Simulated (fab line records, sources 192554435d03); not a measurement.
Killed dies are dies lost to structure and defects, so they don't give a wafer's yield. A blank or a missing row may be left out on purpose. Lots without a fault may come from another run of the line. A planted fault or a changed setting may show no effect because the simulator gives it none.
Chamber matching | flow n5_finfet | N5_BEOL_M7_CURE_74 on uv_cure-03: 3 sister chambers
The step cures SiCOH lowk, time 240 s. 6 wafers are shown with their chamber, then 11 later ones without.

WAFERS WITH THEIR CHAMBER
wafer  | chamber | wafer_temp_C_max | lamp_power_pct (%)
L083.5 | 0       | 387.3            | 52.31
L083.6 | 0       | 387.9            | 52.28
L084.6 | 2       | 387.0            | 52.38
L087.5 | 1       | 386.1            | 52.33
L087.6 | 1       | 386.0            | 52.23
L089.3 | 2       | 387.5            | 52.31

WAFERS WITHOUT THEIR CHAMBER
wafer  | wafer_temp_C_max | lamp_power_pct (%)
L089.5 | 387.1            | 52.27
L089.6 | 387.8            | 52.27
L090.1 | 386.3            | 52.31
L090.4 | 386.0            | 52.22
L090.5 | 386.4            | 52.34
L095.1 | 387.8            | 52.33
L095.5 | 387.2            | 52.37
L095.6 | 387.8            | 52.34
L096.1 | 387.4            | 52.28
L096.2 | 387.0            | 52.32
L096.4 | 387.1            | 52.28

WHICH CHAMBER EACH WENT THROUGH
wafer  | from the rows above          | in truth
L089.5 | can't be placed: 2 or 0 or 1 | 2
L089.6 | can't be placed: 0 or 2      | 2
L090.1 | 1                            | 1
L090.4 | 1                            | 1
L090.5 | can't be placed: 1 or 2      | 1
L095.1 | can't be placed: 0 or 2      | 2
L095.5 | can't be placed: 2 or 0      | 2
L095.6 | can't be placed: 0 or 2      | 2
L096.1 | can't be placed: 0 or 2      | 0
L096.2 | can't be placed: 2 or 0      | 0
L096.4 | can't be placed: 2 or 0 or 1 | 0
Placed correctly: 2 of 11. Can't be placed from these rows: 9 (the true chamber is among the candidates in 9). Placed wrongly: 0.
How it was worked out, from the rows above alone: a wafer's distance from a chamber is the root of the sum, over the readings, of the square of ((its reading less the chamber's mean) divided by the reading's scatter). The wafer belongs to the nearest chamber; if the next one is less than 2 further off, it can't be placed. A chamber's mean is the mean of its shown wafers. The scatter: the root of (the sum of the squares of (reading less its chamber's mean) over the shown wafers, divided by (wafers less chambers)).
